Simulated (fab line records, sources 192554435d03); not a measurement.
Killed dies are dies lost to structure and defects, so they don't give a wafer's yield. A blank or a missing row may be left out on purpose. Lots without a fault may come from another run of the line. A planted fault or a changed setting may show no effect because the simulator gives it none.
Which tool did it? | flow n5_finfet | 12 lots, 36 wafers sampled, at 2 steps of a route of 1938

WHAT THE GAUGES READ, wafer by wafer
N5_SD_EPI_N_OVL_MEAS_10.
lot  | measured    | on         | SD_N_BLK_OVL (nm)
L075 | day 3 05:31 | overlay-01 | 0.7 0.2 -0.2
L077 | day 3 19:04 | overlay-02 | 0.4 -0.5 -0.1
L079 | day 4 09:12 | overlay-02 | 0.4 -0.5 0.1
L081 | day 4 19:58 | overlay-02 | 2.1 0.8 1.1
L083 | day 5 06:07 | overlay-01 | -0.3 -0.2 0.0
L085 | day 5 22:02 | overlay-02 | 1.8 0.5 0.5
L087 | day 6 12:43 | overlay-02 | 0.5 -0.2 0.6
L089 | day 7 02:53 | overlay-02 | -1.0 0.1 -0.3
L091 | day 7 14:41 | overlay-01 | 0.3 1.2 1.6
L093 | day 7 20:25 | overlay-01 | 1.1 -0.3 -0.2
L095 | day 8 07:56 | overlay-02 | 0.6 0.5 -0.1
L097 | day 8 18:16 | overlay-02 | -0.2 -0.8 -1.4

WHICH TOOL RAN EACH LOT (tool, then ch and the chambers of the sampled wafers, then the start)
lot  | N5_SPACER0_ALD_08
L075 | ald_sin-04 ch 1,2, day 3 04:56
L077 | ald_sin-03 ch 0,2,3, day 3 18:36
L079 | ald_sin-04 ch 0,2,3, day 4 08:44
L081 | ald_sin-01 ch 0,1, day 4 19:23
L083 | ald_sin-01 ch 2,3, day 5 05:39
L085 | ald_sin-03 ch 2,3, day 5 21:27
L087 | ald_sin-03 ch 1,2,3, day 6 12:08
L089 | ald_sin-01 ch 2,3, day 7 02:25
L091 | ald_sin-03 ch 0,1,3, day 7 14:06
L093 | ald_sin-04 ch 0,1, day 7 19:58
L095 | ald_sin-01 ch 0,3, day 8 07:21
L097 | ald_sin-03 ch 0,2,3, day 8 17:40
- N5_SPACER0_ALD_08: deposits SiNx, target thk 2 nm.

THE ANSWER, worked out from the rows above alone
Rule: what is usual is taken from the lots themselves. Put in order of their means at a reading, lots are off if they are a third of the lots or fewer, leave a main group of 4 or more, and stand apart from it by a gap of 3 or more times the standard deviation of the main group's means; of several such gaps the widest counts. A main group whose means are all the same, to the digits that the tables above print for the reading, isn't used. A lot without any number at a reading at which 4 lots or more have one is off too. The other lots that the step has rows for count as sound.
No lot is off at any reading shown: from this, nothing can be told.

WHAT THE SIMULATOR HAD PUT IN
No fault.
